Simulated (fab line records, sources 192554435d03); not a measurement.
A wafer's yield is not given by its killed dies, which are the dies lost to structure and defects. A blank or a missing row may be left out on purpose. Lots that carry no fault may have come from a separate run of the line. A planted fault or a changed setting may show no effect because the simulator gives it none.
Chamber matching + flow n5_finfet + N5_HKMG_FIN_CVD_62 on thermal_cvd_si-01 has 3 sister chambers
The step deposits a-Si from Si2H6, target thk 3 nm, time 20.8 s. 6 wafers are shown with their chamber, then 12 later ones without.

WAFERS WITH THEIR CHAMBER
| wafer  | chamber | heater_power_w (W) |
|--------|---------|--------------------|
| L085.5 | 1       | 1750               |
| L087.4 | 0       | 1393               |
| L087.6 | 2       | 1589               |
| L089.4 | 0       | 1430               |
| L089.5 | 1       | 1777               |
| L089.6 | 2       | 1555               |

WAFERS WITHOUT THEIR CHAMBER
| wafer  | heater_power_w (W) |
|--------|--------------------|
| L091.1 | 1714               |
| L091.2 | 1391               |
| L091.3 | 1589               |
| L093.2 | 1584               |
| L093.5 | 1576               |
| L093.6 | 1757               |
| L095.1 | 1785               |
| L095.3 | 1602               |
| L095.4 | 1422               |
| L097.1 | 1788               |
| L097.5 | 1369               |
| L097.6 | 1782               |

CHAMBER TAKEN BY EACH
| wafer  | from the rows above | in truth |
|--------|---------------------|----------|
| L091.1 | 1                   | 1        |
| L091.2 | 0                   | 0        |
| L091.3 | 2                   | 2        |
| L093.2 | 2                   | 2        |
| L093.5 | 2                   | 2        |
| L093.6 | 1                   | 1        |
| L095.1 | 1                   | 1        |
| L095.3 | 2                   | 2        |
| L095.4 | 0                   | 0        |
| L097.1 | 1                   | 1        |
| L097.5 | 0                   | 0        |
| L097.6 | 1                   | 1        |
12 of 12 placed correctly. Not placeable from these rows: 0. 0 placed wrongly.
How it was worked out, from the rows above alone: a wafer's distance from a chamber is the root of the sum, over the readings, of the square of ((its reading less the chamber's mean) divided by the reading's scatter). If the next closest chamber is less than 2 further off than the closest, the wafer can't be placed; otherwise it belongs to the closest. The mean given for a chamber averages the wafers shown for that chamber. The scatter: take each reading less its chamber's mean, square it, sum over the shown wafers, divide by the number of wafers less the number of chambers, and take the root.
